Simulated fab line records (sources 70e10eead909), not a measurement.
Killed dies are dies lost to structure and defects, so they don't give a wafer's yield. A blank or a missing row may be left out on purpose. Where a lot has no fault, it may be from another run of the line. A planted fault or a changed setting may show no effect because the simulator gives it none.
Which tool did it? + flow nand harc + 21 wafers from 7 lots sampled at 5 of the route's 1302 steps

== WHAT THE GAUGES READ, wafer by wafer ==
NHARC_A_CHANNEL_HOLE_D2_CD_MEAS_31.
| lot  | measured     | on        | cd nm (nm)     |
|------|--------------|-----------|----------------|
| L352 | day 13 18:07 | cd sem-03 | 91.3 89.1 89.8 |
| L355 | day 14 12:23 | cd sem-03 | 91.2 91.0 90.2 |
| L362 | day 18 10:10 | cd sem-01 | -0.3 0.6 0.5   |
| L363 | day 18 14:22 | cd sem-03 | 0.4 1.8 1.1    |
| L368 | day 20 08:05 | cd sem-03 | 88.4 90.9 88.7 |
| L370 | day 21 05:37 | cd sem-01 | 88.1 88.3 89.9 |
| L375 | day 23 00:41 | cd sem-03 | 92.0 90.6 89.5 |

== TOOL THAT RAN EACH LOT (tool first, then ch and the chambers of the sampled wafers, then the start) ==
| lot  | NHARC_A_CHANNEL_HOLE_D2_ETCH_39               | NHARC_A_CHANNEL_HOLE_D2_ETCH_22  | NHARC_A_CHANNEL_HOLE_D2_ETCH_23  | NHARC_A_CHANNEL_HOLE_D2_ETCH_24  |
|------|-----------------------------------------------|----------------------------------|----------------------------------|----------------------------------|
| L352 | rie diel-11 ch 1,2,3, day 13 13:19 or earlier | har etch-01 ch 0,1, day 13 13:19 | har etch-01 ch 0,1, day 13 13:53 | har etch-01 ch 0,1, day 13 14:35 |
| L355 | rie diel-11 ch 2,3, day 14 07:44 or earlier   | har etch-02 ch 0,1, day 14 07:44 | har etch-02 ch 0,1, day 14 08:18 | har etch-02 ch 0,1, day 14 08:59 |
| L362 | rie diel-11 ch 1,2,3, day 18 05:36 or earlier | har etch-02 ch 0, day 18 05:36   | har etch-02 ch 0, day 18 06:11   | har etch-02 ch 0, day 18 06:53   |
| L363 | rie diel-06 ch 0,1,3, day 18 09:53 or earlier | har etch-02 ch 0,1, day 18 09:53 | har etch-02 ch 0,1, day 18 10:29 | har etch-02 ch 0,1, day 18 11:13 |
| L368 | rie diel-11 ch 0,3, day 20 03:38 or earlier   | har etch-01 ch 0,1, day 20 03:38 | har etch-01 ch 0,1, day 20 04:15 | har etch-01 ch 0,1, day 20 04:58 |
| L370 | rie diel-09 ch 0,1,2, day 21 00:59 or earlier | har etch-01 ch 0,1, day 21 00:59 | har etch-01 ch 0,1, day 21 01:34 | har etch-01 ch 0,1, day 21 02:16 |
| L375 | rie diel-09 ch 0,3, day 22 20:12 or earlier   | har etch-02 ch 0,1, day 22 20:12 | har etch-02 ch 0,1, day 22 20:49 | har etch-02 ch 0,1, day 22 21:32 |
- NHARC_A_CHANNEL_HOLE_D2_ETCH_39: etches the open film in N2/H2, target depth 260 nm, time 325 s.
- NHARC_A_CHANNEL_HOLE_D2_ETCH_22: etches the open film in C4F8/O2/Ar, time 666.7 s, target depth 1600 nm.
- NHARC_A_CHANNEL_HOLE_D2_ETCH_23: etches the open film in C4F8/O2/Ar, time 819 s, target depth 1600 nm.
- NHARC_A_CHANNEL_HOLE_D2_ETCH_24: etches the open film in C4F8/O2/Ar, time 906.2 s, target depth 1500 nm.

== THE ANSWER, worked out from the rows above alone ==
Rule: the lots themselves supply what counts as usual. The widest of any qualifying gaps counts: lots, ordered by their means at a reading, are off when they make up no more than a third of the lots, leave a main group of 4 or more, and stand apart from it by 3 or more times the standard deviation of that group's means. Not used: any main group whose means are identical at the precision the tables above print for the reading. Also off: a lot with no number at a reading for which 4 or more lots have one. Any other lot the step has rows for is counted as sound.
Off, at NHARC_A_CHANNEL_HOLE_D2_CD_MEAS_31 on cd nm: L362, L363. The main group has a mean of 89.9 nm with a standard deviation of 0.78.
A tool fits if, at a process step before that reading, it ran every lot that is off, and no sound lot after the first of them. Those tools and the gauges at NHARC_A_CHANNEL_HOLE_D2_CD_MEAS_31 are tried in the same way. With no start given for some of its lots, NHARC_A_CHANNEL_HOLE_D2_ETCH_39 uses the hours and lot order of NHARC_A_CHANNEL_HOLE_D2_ETCH_22. None of those tried fits.

== WHAT THE SIMULATOR PUT IN ==
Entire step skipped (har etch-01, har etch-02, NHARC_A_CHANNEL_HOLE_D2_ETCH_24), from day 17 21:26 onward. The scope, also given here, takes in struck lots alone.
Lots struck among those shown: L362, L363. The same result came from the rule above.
